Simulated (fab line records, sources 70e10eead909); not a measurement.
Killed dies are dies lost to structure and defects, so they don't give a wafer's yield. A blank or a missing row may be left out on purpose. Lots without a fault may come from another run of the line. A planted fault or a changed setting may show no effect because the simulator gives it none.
Which tool did it? | flow nand_harc | 14 lots, 42 wafers sampled, at 5 steps of a route of 1302

WHAT THE GAUGES READ, wafer by wafer
NHARC_A_BONDPAD_CD_MEAS_09: target cd 500 nm.
lot  | measured     | on        | cd_nm (nm)
L675 | day 23 04:06 | cd_sem-03 | 505.3 499.7 499.9
L676 | day 23 11:42 | cd_sem-03 | 501.8 503.2 502.8
L678 | day 24 07:16 | cd_sem-03 | 503.9 500.8 499.7
L679 | day 24 09:48 | cd_sem-03 | 501.0 502.4 500.5
L681 | day 25 11:49 | cd_sem-03 | 503.4 499.0 502.3
L684 | day 26 07:16 | cd_sem-03 | 503.8 499.2 499.8
L682 | day 26 08:28 | cd_sem-03 | 502.0 497.2 499.5
L691 | day 30 04:16 | cd_sem-02 | 496.7 496.8 496.2
L692 | day 30 07:44 | cd_sem-01 | 504.1 501.8 503.8
L694 | day 30 23:17 | cd_sem-02 | 501.4 500.1 500.8
L693 | day 31 00:22 | cd_sem-03 | 500.7 500.5 503.8
L696 | day 31 15:36 | cd_sem-02 | 497.1 498.1 498.1
L697 | day 32 04:44 | cd_sem-01 | 496.1 497.5 499.7
L698 | day 32 19:01 | cd_sem-03 | 495.5 500.2 495.7

NHARC_A_BONDPAD_OVL_MEAS_35.
lot  | measured     | on         | overlay_x_nm (nm) | overlay_y_nm (nm)
L675 | day 23 04:11 | overlay-01 | 2 2 1             | 7 8 7
L676 | day 23 11:47 | overlay-01 | -1 0 -1           | -1 -1 -2
L678 | day 24 07:22 | overlay-02 | 2 1 2             | 5 5 5
L679 | day 24 09:53 | overlay-01 | 0 1 1             | -5 -5 -5
L681 | day 25 11:53 | overlay-01 | 5 4 4             | -6 -6 -5
L684 | day 26 07:22 | overlay-01 | 0 0 0             | -2 -2 -2
L682 | day 26 08:34 | overlay-01 | -4 -4 -4          | 3 3 3
L691 | day 30 04:21 | overlay-01 | 0 0 -1            | 0 0 -1
L692 | day 30 07:50 | overlay-02 | 10 9 9            | 9 8 8
L694 | day 30 23:22 | overlay-01 | 2 2 2             | -2 -2 -2
L693 | day 31 00:26 | overlay-01 | 2 1 2             | -2 -2 -2
L696 | day 31 15:41 | overlay-02 | -2 -1 -1          | 8 8 7
L697 | day 32 04:50 | overlay-02 | 1 0 1             | -3 -3 -3
L698 | day 32 19:07 | overlay-01 | -11 -10 -11       | 5 4 4

NHARC_THIN_TSV_THK_MEAS_02: measures by ir.
lot  | measured     | on            | thk_nm (nm)
L675 | day 23 16:46 | film_metro-01 | 3248 2954 2944
L676 | day 24 01:47 | film_metro-01 | 2886 3286 3006
L678 | day 24 22:23 | film_metro-02 | 3194 3184 2994
L679 | day 24 21:11 | film_metro-01 | 3031 2977 2693
L681 | day 25 23:44 | film_metro-01 | 2939 2765 2608
L684 | day 26 23:53 | film_metro-02 | 2856 2920 2946
L682 | day 27 01:05 | film_metro-01 | 2911 2835 3133
L691 | day 30 20:59 | film_metro-02 | 6027 5900 6128
L692 | day 30 22:11 | film_metro-01 | 6086 6219 6216
L694 | day 31 13:02 | film_metro-02 | 3039 2981 2947
L693 | day 31 14:14 | film_metro-02 | 3008 2738 3213
L696 | day 32 11:55 | film_metro-02 | 3212 2837 3076
L697 | day 32 19:07 | film_metro-02 | 3316 3104 3072
L698 | day 33 09:45 | film_metro-02 | 3302 2963 3243

WHICH TOOL RAN EACH LOT (tool, then ch and the chambers of the sampled wafers, then the start)
lot  | NHARC_A_BONDPAD_PRE_CLEAN_26            | NHARC_THIN_TSV_CMP_01
L675 | pvd_sputter-01, day 23 16:31 or earlier | cmp-01 ch 0,2,3, day 23 16:31
L676 | pvd_sputter-01, day 24 01:31 or earlier | cmp-04 ch 0,2,3, day 24 01:31
L678 | pvd_sputter-02, day 24 22:11 or earlier | cmp-04 ch 0,1,3, day 24 22:11
L679 | pvd_sputter-01, day 24 20:55 or earlier | cmp-04 ch 0,1,2, day 24 20:55
L681 | pvd_sputter-03, day 25 23:29 or earlier | cmp-04 ch 0,2, day 25 23:29
L684 | pvd_sputter-02, day 26 23:38 or earlier | cmp-04 ch 0,1,3, day 26 23:38
L682 | pvd_sputter-03, day 27 00:49 or earlier | cmp-01 ch 0,3, day 27 00:49
L691 | pvd_sputter-03, day 30 20:43 or earlier | cmp-02 ch 0,1,2, day 30 20:43
L692 | pvd_sputter-02, day 30 21:55 or earlier | cmp-01 ch 0,2,3, day 30 21:55
L694 | pvd_sputter-02, day 31 12:46 or earlier | cmp-02 ch 0,1, day 31 12:46
L693 | pvd_sputter-03, day 31 13:59 or earlier | cmp-02 ch 1,3, day 31 13:59
L696 | pvd_sputter-03, day 32 11:39 or earlier | cmp-04 ch 1,2, day 32 11:39
L697 | pvd_sputter-03, day 32 18:52 or earlier | cmp-04 ch 1,2, day 32 18:52
L698 | pvd_sputter-03, day 33 09:29 or earlier | cmp-04 ch 0,1,2, day 33 09:29
- NHARC_A_BONDPAD_PRE_CLEAN_26: time 30 s.
- NHARC_THIN_TSV_CMP_01: polishes.

WHAT THE TOOLS THEMSELVES READ (means of the sampled wafers that have a number; where no wafer has one, the mark that the record gives instead)
NHARC_A_BONDPAD_PRE_CLEAN_26.
lot  | tool           | heater_power_w (W)
L675 | pvd_sputter-01 | 380
L676 | pvd_sputter-01 | 376
L678 | pvd_sputter-02 | 402
L679 | pvd_sputter-01 | 403
L681 | pvd_sputter-03 | 422
L684 | pvd_sputter-02 | 442
L682 | pvd_sputter-03 | 432
L691 | pvd_sputter-03 | 405
L692 | pvd_sputter-02 | 388
L694 | pvd_sputter-02 | 435
L693 | pvd_sputter-03 | 417
L696 | pvd_sputter-03 | 403
L697 | pvd_sputter-03 | 431
L698 | pvd_sputter-03 | 435

NHARC_THIN_TSV_CMP_01.
lot  | tool   | edge_zone_pressure_frac | motor_current_A (A) | pad_life_wafers | slurry_filter_dp_kPa (kPa)
L675 | cmp-01 | 0.993                   | 12.4                | 272             | 13.66
L676 | cmp-04 | 1.000                   | 12.5                | 193             | 13.46
L678 | cmp-04 | 0.995                   | 12.1                | 266             | 13.48
L679 | cmp-04 | 0.996                   | 12.6                | 259             | 13.43
L681 | cmp-04 | 1.002                   | 12.3                | 409             | 13.50
L684 | cmp-04 | 0.996                   | 12.2                | 80              | 13.44
L682 | cmp-01 | 0.999                   | 12.3                | 258             | 13.49
L691 | cmp-02 | -                       | -                   | -               | -
L692 | cmp-01 | -                       | -                   | -               | -
L694 | cmp-02 | 1.003                   | 12.9                | 8               | 13.48
L693 | cmp-02 | 1.004                   | 12.2                | 14              | 13.42
L696 | cmp-04 | 1.003                   | 12.9                | 234             | 13.37
L697 | cmp-04 | 1.004                   | 13.3                | 272             | 13.49
L698 | cmp-04 | 0.994                   | 13.0                | 331             | 13.35

THE ANSWER, worked out from the rows above alone
Rule: what is usual is taken from the lots themselves. Put in order of their means at a reading, lots are off if they are a third of the lots or fewer, leave a main group of 4 or more, and stand apart from it by a gap of 3 or more times the standard deviation of the main group's means; of several such gaps the widest counts. A main group whose means are all the same, to the digits that the tables above print for the reading, isn't used. A lot without any number at a reading at which 4 lots or more have one is off too. The other lots that the step has rows for count as sound. The gauges are gone through in route order, then the tools' own readings, and for those a lot's mean is taken as printed above. The first step at which some lot is off is used, and at that step the reading that is off furthest; a lot without a number counts as furthest.
Off: L691, L692, at NHARC_THIN_TSV_THK_MEAS_02 (thk_nm). The main group: mean 3010 nm, standard deviation 1.1e+02.
A tool fits if, at a process step before that reading, it ran every lot that is off, and no sound lot after the first of them. The gauges at NHARC_THIN_TSV_THK_MEAS_02 aren't tried: what is off there is off at NHARC_THIN_TSV_CMP_01 too, on other tools, and a gauge's error can't cause that. NHARC_A_BONDPAD_PRE_CLEAN_26 gives no start for some lots, so the hours and the order of its lots are those of NHARC_THIN_TSV_CMP_01. None of those tried fits.

WHAT THE SIMULATOR HAD PUT IN
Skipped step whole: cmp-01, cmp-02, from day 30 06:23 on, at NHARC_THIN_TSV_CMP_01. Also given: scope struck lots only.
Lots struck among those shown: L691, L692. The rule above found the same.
